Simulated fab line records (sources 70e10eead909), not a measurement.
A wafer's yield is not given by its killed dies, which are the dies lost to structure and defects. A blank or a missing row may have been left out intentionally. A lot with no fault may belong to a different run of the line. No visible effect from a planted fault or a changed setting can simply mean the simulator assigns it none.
fab line records    flow nand-harc
record: lots: 6  wafers: 18  last-day: 34
route steps=1302 shown P_M0@280 P_M1@285
lots untouched by any fault: they come from a run of this same line in which no faults occurred
start-h: hours from the record's first day to the start of the lot's first wafer shown    wait-h: time in hours since the lot's previous step    " repeats the value in the row above    L1.1+2: several wafers, shown together as one row    - value missing, or start not given    * or withheld: withheld    < > ~ a bound
route shown NAME@n: NAME is a module with steps in the file, n the number in the route of the first one    usual: mean/standard deviation taken from wafers without a fault    same: alike in all rows    chamber/n: place in a boat    sites: readings site by site    _std_site: the standard deviation of these    _edge_site: the outer-site mean with the inner-site mean subtracted    radius-mm: for every site, how far away it sits from the centre of the wafer    mask NAME#n: copy n    behind: the last tool/chamber to shape the wafer    hold: cause of the lot's hold/its duration in hours/its outcome    device: which transistor (n, p or np) failed to switch    end of line: tests run on the same wafers once the route is complete    for a step that has no rows: nothing shown but its recipe    killed: the dies lost at the first sort to structure and to defects; this is not the yield of the wafer    map: a wafer's dies, marking killed ones x, the rest . and places with no die _
set.NAME: the setting the step ran with; set.NAME@STEP: the setting that earlier step ran with    model.NAME: the simulator's own value behind a step, which no gauge read
certain route steps with their lots: each step a table, each wafer a row
services: from which hour (start-h, from the record's first day; less than 0 if before it) a tool's chamber was out of use, for how many hours, and why
== steps ==
step: NHARC_P_M0_SRD_25
step: NHARC_P_M0_INSPECT_27
usual: raw-defect-count: 325/140
lot.wafer  tool               chamber  start-h  wait-h  raw-defect-count
L278.1     defect-inspect-01  -        136.79   0.0     273
L278.3     "                  -        "        "       396
L278.6     "                  -        "        "       263
L284.1     defect-inspect-02  -        193.37   0.0     208
L284.3     "                  -        "        "       429
L284.6     "                  -        "        "       294
L285.2     defect-inspect-01  -        206.40   0.0     397
L285.5     "                  -        "        "       371
L285.6     "                  -        "        "       241
L290.1     defect-inspect-01  -        249.64   0.0     158
L290.3     "                  -        "        "       252
L290.5     "                  -        "        "       234
L293.1     defect-inspect-02  -        286.91   0.0     236
L293.2     "                  -        "        "       247
L293.3     "                  -        "        "       367
L300.3     defect-inspect-02  -        355.54   0.0     302
L300.4     "                  -        "        "       253
L300.6     "                  -        "        "       161
step: NHARC_P_M0_PRE_CLEAN_31
recipe: time-s: 12  temp-c: 370  rf-power-w: 300  gas: NH3
usual: heater-power-w: 609/71
lot.wafer  tool      chamber  start-h  wait-h  heater-power-w
L278.1     pecvd-02  2        136.85   0.1     593
L278.3     "         0        "        "       610
L278.6     "         0        "        "       579
L284.3     pecvd-04  0        193.43   0.1     644
L284.1     "         1        "        "       518
L284.6     "         0        "        "       649
L285.2     pecvd-03  1        206.46   0.1     536
L285.5     "         1        "        "       519
L285.6     "         0        "        "       634
L290.3     pecvd-04  1        249.71   0.1     544
L290.1     "         2        "        "       646
L290.5     "         1        "        "       540
L293.1     pecvd-03  2        286.98   0.1     689
L293.3     "         0        "        "       582
L293.2     "         1        "        "       538
L300.3     pecvd-02  2        355.61   0.1     558
L300.4     "         2        "        "       533
L300.6     "         0        "        "       564
step: NHARC_P_M0_DEP_32
recipe: target-thk-a: 300  temp-c: 370  target-thk-nm: 30  pressure-torr: 3  flow-sccm: 200  rf-w: 450  material: SiCN
usual: heater-power-w: 565/79  showerhead-vpp-V: 1294/32
lot.wafer  tool      chamber  start-h  wait-h  heater-power-w  showerhead-vpp-V
L278.1     pecvd-02  2        136.93   0.1     491             1304
L278.3     "         0        "        "       513             1278
L278.6     "         0        "        "       499             1282
L284.3     pecvd-04  0        193.51   0.1     685             1311
L284.1     "         1        "        "       494             1326
L284.6     "         0        "        "       697             1306
L285.2     pecvd-03  1        206.54   0.1     473             1346
L285.5     "         1        "        "       487             1302
L285.6     "         0        "        "       543             1246
L290.3     pecvd-04  1        249.79   0.1     454             1346
L290.1     "         2        "        "       578             1286
L290.5     "         1        "        "       460             1341
L293.1     pecvd-03  2        287.05   0.1     578             1265
L293.3     "         0        "        "       537             1231
L293.2     "         1        "        "       469             1345
L300.3     pecvd-02  2        355.69   0.1     572             1316
L300.4     "         2        "        "       593             1289
L300.6     "         0        "        "       594             1276
step: NHARC_P_M1_DEP_00
recipe: target-thk-a: 1825  target-thk-nm: 182.5  temp-c: withheld  pressure-torr: 5  flow-sccm: 200  rf-w: 600  material: SiOC
step: NHARC_P_M1_DEHYDRATE_01
recipe: temp-c: 150  time-s: 120
step: NHARC_P_M1_HMDS_02
recipe: time-s: 30
step: NHARC_P_M1_COAT_34
recipe: temp-c: 200  time-s: 65
step: NHARC_P_M1_COAT_03
recipe: spin-rpm: 1500  resist-thk-nm: 90
step: NHARC_P_M1_SOFTBAKE_04
recipe: temp-c: 105  time-s: 55
step: NHARC_P_M1_EBR_05
step: NHARC_P_M1_EXPOSE_06
recipe: na: 1.35  target-cd-nm: 130  dose-mj: 81.88  mask-id: P_M1
usual: exposure-dose-mJ-cm2: 81.82/0.096  focus-offset-nm: 0.1/0.55
lot.wafer  tool             chamber  start-h  wait-h  mask    exposure-dose-mJ-cm2  focus-offset-nm
L278.1     arfi-scanner-03  0        138.02   -       P_M1#0  81.67                 0.6
L278.3     "                0        "        "       P_M1#0  81.79                 -0.4
L278.6     "                0        "        "       P_M1#0  81.91                 -0.7
L284.1     arfi-scanner-03  -        194.63   -       P_M1#0  -                     -
L284.3     "                -        "        "       P_M1#0  -                     -
L284.6     "                -        "        "       P_M1#0  -                     -
L285.2     arfi-scanner-03  -        207.50   -       P_M1#0  -                     -
L285.5     "                -        "        "       P_M1#0  -                     -
L285.6     "                -        "        "       P_M1#0  -                     -
L290.1     arfi-scanner-03  0        250.87   -       P_M1#0  81.87                 0.2
L290.3     "                0        "        "       P_M1#0  81.77                 -0.3
L290.5     "                0        "        "       P_M1#0  81.77                 0.1
L293.1     arfi-scanner-03  0        288.04   -       P_M1#0  81.84                 1.3
L293.2     "                0        "        "       P_M1#0  81.96                 0.1
L293.3     "                0        "        "       P_M1#0  81.83                 0.2
L300.3     arfi-scanner-01  0        356.80   -       P_M1#0  81.79                 0.0
L300.4     "                0        "        "       P_M1#0  81.81                 -0.4
L300.6     "                0        "        "       P_M1#0  81.73                 0.3
step: NHARC_P_M1_PEB_07
recipe: peb-temp-c: 100  peb-time-s: 65
== services ==
tool             chamber  start-h  hours  kind
arfi-scanner-03  -        170.99   0.2    repair
pecvd-03         -        185.00   13.0   pm
pecvd-03         0        185.00   13.0   vent-cycle
pecvd-03         1        185.00   13.0   vent-cycle
pecvd-03         2        185.00   13.0   vent-cycle
arfi-scanner-03  -        196.00   4.0    pm
pecvd-03         0        198.00   -      clean
pecvd-03         1        198.00   -      clean
pecvd-03         2        198.00   -      clean
pecvd-04         0        212.71   19.1   repair
arfi-scanner-03  0        221.02   -      calibration
pecvd-02         -        227.13   13.0   pm
pecvd-02         0        227.13   13.0   vent-cycle
pecvd-02         1        227.13   13.0   vent-cycle
pecvd-02         2        227.13   13.0   vent-cycle
pecvd-02         0        240.13   -      clean
pecvd-02         1        240.13   -      clean
pecvd-02         2        240.13   -      clean
arfi-scanner-01  -        258.08   4.0    pm
pecvd-04         -        269.16   13.0   pm
pecvd-04         0        269.16   13.0   vent-cycle
pecvd-04         1        269.16   13.0   vent-cycle
pecvd-04         2        269.16   13.0   vent-cycle
pecvd-02         1        306.16   5.6    repair
== key ==
first-sign: step: NHARC_P_M1_EXPOSE_06  reading: tool-record  direction: missing
effect none on later readings
met-at NHARC_P_M1_EXPOSE_06
struck-wafers L284.1,L284.3,L284.6,L285.2,L285.5,L285.6
later-rows-left-out L284.1,L284.3,L284.6,L285.2,L285.5,L285.6
sort-left-out L284.1,L284.3,L284.6,L285.2,L285.5,L285.6
onset-between 138.02 194.63
fault: kind: skipped-step-whole  tool: arfi-scanner-03  chamber: -  onset-h: 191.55  steps: NHARC_P_M1_EXPOSE_06  scope: struck-lots-only
sort-left-out: the simulated sort isn't trusted on such a fault, so these wafers' sort isn't shown, and their yield isn't known
later-rows-left-out: the simulator's readings of these wafers behind a module that went badly wrong aren't trusted and aren't shown, but for the sort
